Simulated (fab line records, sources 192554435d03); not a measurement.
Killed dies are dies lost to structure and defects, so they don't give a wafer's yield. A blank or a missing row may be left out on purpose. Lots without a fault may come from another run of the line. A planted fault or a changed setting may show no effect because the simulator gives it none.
Split-lot experiment | flow n5_finfet | 7 lots, 21 wafers read, on a route of 1938 steps

THE SPLIT
At N5_BEOL_M15_TRENCH_ETCH_34 (etches SiO2 in C4F8/O2/Ar, target depth 872.93 nm, time 199 s), the setting bias_w was moved away from the recipe's 2040 W on 3 of the 21 wafers read, by -9.3% to -8.9%. The other wafers ran this setting at the recipe's value.

The reading is taken at the split's own step.

THE READING
rf_vpp_V, in V, at N5_BEOL_M15_TRENCH_ETCH_34 (etches SiO2 in C4F8/O2/Ar, target depth 872.93 nm, time 199 s). Fault-free wafers of this fab line usually give 2214 V, standard deviation 23 V.

wafer  | tool, chamber at the split | bias_w as run, W | against the recipe | rf_vpp_V, V | against lot-mates on the recipe
L074.2 | rie_diel-01, 1             | 2040             | recipe             | 2236        | -
L074.4 | rie_diel-01, 3             | 2040             | recipe             | 2185        | -
L074.6 | rie_diel-01, 3             | 2040             | recipe             | 2186        | -
L075.3 | rie_diel-03, 2             | 2040             | recipe             | 2199        | -
L075.5 | rie_diel-03, 0             | 2040             | recipe             | 2239        | -
L075.6 | rie_diel-03, 3             | 2040             | recipe             | 2195        | -
L080.1 | rie_diel-03, 0             | 2040             | recipe             | 2238        | -
L080.2 | rie_diel-03, 2             | 2040             | recipe             | 2198        | -
L080.4 | rie_diel-03, 1             | 2040             | recipe             | 2247        | -
L084.3 | rie_diel-01, 0             | 2040             | recipe             | 2199        | -
L084.4 | rie_diel-01, 2             | 2040             | recipe             | 2236        | -
L084.5 | rie_diel-01, 2             | 2040             | recipe             | 2238        | -
L088.2 | rie_diel-03, 1             | 1858             | -8.9%              | 2106        | -143
L088.4 | rie_diel-03, 3             | 1858             | -8.9%              | 2052        | -197
L088.6 | rie_diel-03, 1             | 2040             | recipe             | 2249        | -
L091.3 | rie_diel-01, 0             | 2040             | recipe             | 2199        | -
L091.5 | rie_diel-01, 1             | 2040             | recipe             | 2234        | -
L091.6 | rie_diel-01, 0             | 2040             | recipe             | 2199        | -
L082.1 | rie_diel-03, 2             | 1851             | -9.3%              | 2050        | -192
L082.3 | rie_diel-03, 0             | 2040             | recipe             | 2236        | -
L082.6 | rie_diel-03, 1             | 2040             | recipe             | 2247        | -

THE FIT
A straight line over all 21 wafers: rf_vpp_V changes by +16.7 V for each +1% of bias_w; r = +0.92; the points scatter about the line by 24 V.
The same after taking each lot's own level away (the mean of its wafers on the recipe; 21 wafers): +19.6 V for each +1%; r = +0.96; scatter 20 V.
On that fit, the largest move of bias_w shifts the reading by 1.8e+02 V.
The lots' own levels span 2202.3 to 2249.0 V, that is 2.0 times the standard deviation above.
So the lot-to-lot level changes the slope: the two fits differ.
Check: with one of the wafers moved furthest among these (-9.3%) left out of the fit, the line predicts -177 V for it against its lot-mates. It came out at -192 V against them.
Tool readings at the split's step, against how far the setting was moved: rf_vpp_V r = +0.92.

OTHER SPLITS ON THESE WAFERS
These wafers also went through other splits before the reading. Each is held against what the fit with the lots' levels taken away leaves over:
other split on the same wafers | wafers away from the commonest value | r with rf_vpp_V (lot level and that fit taken away)
N5_BEOL_M15_EXPOSE_25 dose_mj  | 8                                    | +0.12

THE FILE'S OWN FIT
rf_vpp_V changes by +19.9 V for each +1% of bias_w, r = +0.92.
